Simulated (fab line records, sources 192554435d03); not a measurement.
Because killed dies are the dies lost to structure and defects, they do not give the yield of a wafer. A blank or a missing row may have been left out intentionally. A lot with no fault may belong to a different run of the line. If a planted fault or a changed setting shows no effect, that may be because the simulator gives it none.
The tool behind it: which one? | flow n5Finfet | 24 lots with 72 wafers sampled at 4 steps, on a route of 1938 steps

== WHAT THE GAUGES SHOWED, per wafer ==
N5_MOL_CONTACT_COAG_INSPECT_57: inspects for defects (brightfield).
lot  | measured     | on               | rawDefectCount
L074 | day 5 06:36  | defectInspect-02 | 185 295 218
L075 | day 5 12:13  | defectInspect-02 | 206 239 191
L076 | day 5 18:17  | defectInspect-01 | 170 203 191
L077 | day 5 22:14  | defectInspect-02 | 175 260 214
L078 | day 6 03:16  | defectInspect-01 | 141 142 116
L079 | day 6 09:57  | defectInspect-02 | 150 102 234
L080 | day 6 13:25  | defectInspect-01 | 195 173 169
L081 | day 7 04:50  | defectInspect-02 | 267 243 282
L082 | day 7 04:56  | defectInspect-02 | 298 337 216
L083 | day 7 12:15  | defectInspect-01 | 152 173 160
L084 | day 7 16:10  | defectInspect-02 | 196 173 208
L086 | day 8 04:55  | defectInspect-01 | 215 204 201
L085 | day 8 05:13  | defectInspect-02 | 189 207 199
L087 | day 8 13:33  | defectInspect-02 | 220 219 157
L088 | day 8 14:40  | defectInspect-01 | 243 228 255
L089 | day 8 22:31  | defectInspect-01 | 130 162 137
L090 | day 9 01:17  | defectInspect-01 | 210 170 231
L091 | day 9 06:46  | defectInspect-02 | 273 212 318
L092 | day 9 12:21  | defectInspect-02 | 321 385 218
L093 | day 9 20:18  | defectInspect-02 | 170 212 238
L094 | day 10 02:10 | defectInspect-02 | 129 203 166
L095 | day 10 06:29 | defectInspect-02 | 131 196 134
L096 | day 10 10:17 | defectInspect-02 | 163 140 191
L097 | day 10 17:31 | defectInspect-02 | 180 166 178

N5_MOL_CONTACT_COAG_THK_MEAS_53.
lot  | measured     | on           | VIA_MOL_THK (nm)
L074 | day 5 10:32  | filmMetro-02 | 44.2 43.8 42.9
L075 | day 5 15:44  | filmMetro-02 | 43.4 44.6 44.9
L076 | day 5 21:32  | filmMetro-01 | 43.7 44.4 45.1
L077 | day 6 01:13  | filmMetro-01 | 43.8 44.0 44.4
L078 | day 6 06:17  | filmMetro-02 | 44.3 44.9 44.7
L079 | day 6 13:02  | filmMetro-02 | 43.6 43.8 44.4
L080 | day 6 16:49  | filmMetro-01 | 43.7 43.8 44.3
L081 | day 7 07:58  | filmMetro-01 | 43.6 43.8 43.9
L082 | day 7 08:12  | filmMetro-02 | 43.0 43.0 44.3
L083 | day 7 16:05  | filmMetro-02 | 42.9 42.6 44.1
L084 | day 7 19:53  | filmMetro-01 | 43.1 42.8 43.5
L086 | day 8 08:02  | filmMetro-01 | 42.5 43.3 43.5
L085 | day 8 08:52  | filmMetro-01 | 43.2 43.4 44.6
L087 | day 8 16:59  | filmMetro-01 | 42.7 43.9 44.6
L088 | day 8 18:17  | filmMetro-01 | 43.6 44.1 44.9
L089 | day 9 01:58  | filmMetro-01 | 42.8 43.5 44.0
L090 | day 9 04:45  | filmMetro-01 | 43.4 44.2 44.6
L091 | day 9 09:42  | filmMetro-01 | 43.3 43.8 44.0
L092 | day 9 15:51  | filmMetro-02 | 43.1 43.8 43.5
L093 | day 9 23:49  | filmMetro-02 | 44.0 44.3 44.3
L094 | day 10 05:12 | filmMetro-01 | 43.3 43.4 44.4
L095 | day 10 09:40 | filmMetro-02 | 43.0 45.1 43.9
L096 | day 10 14:06 | filmMetro-02 | 44.2 44.2 44.6
L097 | day 10 20:46 | filmMetro-02 | 42.6 43.3 43.1

== TOOL THAT RAN EACH LOT (tool first, then ch and the chambers of the sampled wafers, then the start) ==
lot  | N5_MOL_CONTACT_COAG_STRIP_119       | N5_MOL_CONTACT_COAG_VIA_ETCH_117
L074 | plasmaAsher-01 ch 0,1, day 5 07:22  | rieDiel-04 ch 0,1,2, day 5 09:26
L075 | plasmaAsher-02 ch 0, day 5 13:17    | rieDiel-04 ch 0,2,3, day 5 14:38
L076 | plasmaAsher-01 ch 0,1, day 5 19:15  | rieDiel-04 ch 0,1,2, day 5 20:26
L077 | plasmaAsher-02 ch 0,1, day 5 22:56  | rieDiel-04 ch 0,3, day 6 00:07
L078 | plasmaAsher-02 ch 0,1, day 6 03:58  | rieDiel-04 ch 0,3, day 6 05:09
L079 | plasmaAsher-02 ch 0,1, day 6 10:52  | rieDiel-02 ch 1,3, day 6 11:56
L080 | plasmaAsher-01 ch 0,1, day 6 14:31  | rieDiel-05 ch 0,1,3, day 6 15:43
L081 | plasmaAsher-02 ch 0,1, day 7 05:41  | rieDiel-05 ch 1,2,3, day 7 06:52
L082 | plasmaAsher-01 ch 0,1, day 7 05:45  | rieDiel-02 ch 1,3, day 7 07:01
L083 | plasmaAsher-01 ch 0,1, day 7 13:11  | rieDiel-04 ch 0,2, day 7 14:58
L084 | plasmaAsher-01 ch 0,1, day 7 16:52  | rieDiel-04 ch 0,2,3, day 7 18:28
L086 | plasmaAsher-02 ch 0,1, day 8 05:44  | rieDiel-04 ch 0,2,3, day 8 06:56
L085 | plasmaAsher-02 ch 0,1, day 8 06:14  | rieDiel-05 ch 0,1, day 8 07:47
L087 | plasmaAsher-02 ch 0,1, day 8 14:27  | rieDiel-04 ch 1,2, day 8 15:34
L088 | plasmaAsher-02 ch 0,1, day 8 15:23  | rieDiel-02 ch 0,2,3, day 8 16:52
L089 | plasmaAsher-01 ch 0,1, day 8 23:41  | rieDiel-04 ch 1,2,3, day 9 00:53
L090 | plasmaAsher-02 ch 0,1, day 9 02:28  | rieDiel-02 ch 0,1,3, day 9 03:40
L091 | plasmaAsher-02 ch 0,1, day 9 07:28  | rieDiel-04 ch 0,1,3, day 9 08:36
L092 | plasmaAsher-02 ch 0,1, day 9 13:16  | rieDiel-04 ch 0,1,2, day 9 14:45
L093 | plasmaAsher-02 ch 0,1, day 9 21:14  | rieDiel-05 ch 0,1,2, day 9 22:43
L094 | plasmaAsher-01 ch 0,1, day 10 02:52 | rieDiel-02 ch 1,2,3, day 10 04:06
L095 | plasmaAsher-01 ch 0,1, day 10 07:11 | rieDiel-04 ch 1,2, day 10 08:32
L096 | plasmaAsher-02 ch 0,1, day 10 11:44 | rieDiel-05 ch 0,1,2, day 10 13:00
L097 | plasmaAsher-01 ch 0,1, day 10 18:36 | rieDiel-04 ch 0,1, day 10 19:40
- N5_MOL_CONTACT_COAG_STRIP_119: strips in N2/H2, time 30 s.
- N5_MOL_CONTACT_COAG_VIA_ETCH_117: etches SiO2 in C4F6/O2, target depth 40 nm, overetch 8 nm, time 26 s.

== WHAT THE TOOLS THEMSELVES READ (means of the sampled wafers that have a number; where no wafer has one, the mark that the record gives instead) ==
N5_MOL_CONTACT_COAG_STRIP_119.
lot  | tool           | drypumpMotorCurrentA (A) | heaterPowerW (W) | n2FlowSccm (sccm)
L074 | plasmaAsher-01 | 5.23                     | 340              | 1745
L075 | plasmaAsher-02 | 5.23                     | 340              | 1748
L076 | plasmaAsher-01 | 5.22                     | 338              | 1753
L077 | plasmaAsher-02 | 5.31                     | 345              | 1753
L078 | plasmaAsher-02 | 5.43                     | 357              | 1747
L079 | plasmaAsher-02 | 5.29                     | 349              | 1748
L080 | plasmaAsher-01 | 5.45                     | 350              | 1752
L081 | plasmaAsher-02 | 5.29                     | 352              | 1748
L082 | plasmaAsher-01 | 5.44                     | 358              | 1750
L083 | plasmaAsher-01 | 5.20                     | 341              | 1750
L084 | plasmaAsher-01 | 5.21                     | 335              | 1747
L086 | plasmaAsher-02 | 5.30                     | 345              | 1747
L085 | plasmaAsher-02 | 5.41                     | 354              | 1749
L087 | plasmaAsher-02 | 5.31                     | 349              | 1751
L088 | plasmaAsher-02 | 5.42                     | 356              | 1747
L089 | plasmaAsher-01 | 5.44                     | 359              | 1753
L090 | plasmaAsher-02 | 5.42                     | 356              | 1747
L091 | plasmaAsher-02 | 5.41                     | 352              | 1750
L092 | plasmaAsher-02 | 5.32                     | 345              | 1756
L093 | plasmaAsher-02 | 5.41                     | 355              | 1746
L094 | plasmaAsher-01 | 5.23                     | 338              | 1752
L095 | plasmaAsher-01 | 5.45                     | 354              | 1753
L096 | plasmaAsher-02 | 5.33                     | 346              | 1747
L097 | plasmaAsher-01 | 5.42                     | 353              | 1749

N5_MOL_CONTACT_COAG_VIA_ETCH_117.
lot  | tool       | drypumpMotorCurrentA (A) | oesProductAu (a.u.) | rfVppV (V) | showerheadPlenumPTorr (Torr) | throttleValvePct (%)
L074 | rieDiel-04 | 6.2                      | 0.77                | 1582       | 2.84                         | 40.94
L075 | rieDiel-04 | 6.2                      | 0.76                | 1593       | 2.87                         | 40.94
L076 | rieDiel-04 | 6.2                      | 0.76                | 1581       | 2.84                         | 40.94
L077 | rieDiel-04 | 6.3                      | 0.76                | 1591       | 2.95                         | 40.81
L078 | rieDiel-04 | 6.1                      | 0.72                | 1595       | 2.88                         | 40.74
L079 | rieDiel-02 | 5.6                      | 0.72                | 1600       | 2.98                         | 41.00
L080 | rieDiel-05 | 5.7                      | 0.67                | 1591       | 2.84                         | 41.09
L081 | rieDiel-05 | 5.8                      | 0.72                | 1593       | 2.86                         | 41.18
L082 | rieDiel-02 | 5.6                      | 0.72                | 1599       | 2.98                         | 41.01
L083 | rieDiel-04 | 6.3                      | 0.79                | 1588       | 2.93                         | 41.03
L084 | rieDiel-04 | 6.2                      | 0.74                | 1591       | 2.86                         | 40.96
L086 | rieDiel-04 | 6.2                      | 0.74                | 1590       | 2.86                         | 40.95
L085 | rieDiel-05 | 5.4                      | 0.68                | 1598       | 2.84                         | 40.89
L087 | rieDiel-04 | 6.1                      | 0.72                | 1581       | 2.75                         | 41.09
L088 | rieDiel-02 | 5.9                      | 0.67                | 1593       | 2.90                         | 40.94
L089 | rieDiel-04 | 6.1                      | 0.69                | 1583       | 2.76                         | 40.88
L090 | rieDiel-02 | 5.6                      | 0.72                | 1593       | 2.97                         | 40.97
L091 | rieDiel-04 | 6.2                      | 0.69                | 1583       | 2.83                         | 40.75
L092 | rieDiel-04 | 6.2                      | 0.73                | 1580       | 2.82                         | 40.94
L093 | rieDiel-05 | 5.6                      | 0.71                | 1599       | 2.86                         | 40.99
L094 | rieDiel-02 | 5.9                      | 0.75                | 1598       | 2.89                         | 40.88
L095 | rieDiel-04 | 6.1                      | 0.71                | 1581       | 2.74                         | 41.10
L096 | rieDiel-05 | 5.6                      | 0.71                | 1599       | 2.86                         | 40.98
L097 | rieDiel-04 | 6.3                      | 0.72                | 1579       | 2.90                         | 40.83

== THE ANSWER, worked out from the rows above alone ==
Rule: the usual values come from the lots themselves. Put in order of their means at a reading, lots are off if they are a third of the lots or fewer, leave a main group of 4 or more, and stand apart from it by a gap of 3 or more times the standard deviation of the main group's means; of several such gaps the widest counts. A main group is skipped when, at the precision printed for the reading in the tables above, its means are all equal. Also off: a lot with no number at a reading for which 4 or more lots have one. Any other lot the step has rows for is counted as sound. The gauges are gone through in route order, then the tools' own readings, and for those a lot's mean is taken as printed above. The first step at which some lot is off is used, and at that step the reading that is off furthest; a lot without a number counts as furthest.
Nothing can be told from this: no lot is off at any reading shown.

== WHAT HAD BEEN PUT IN BY THE SIMULATOR ==
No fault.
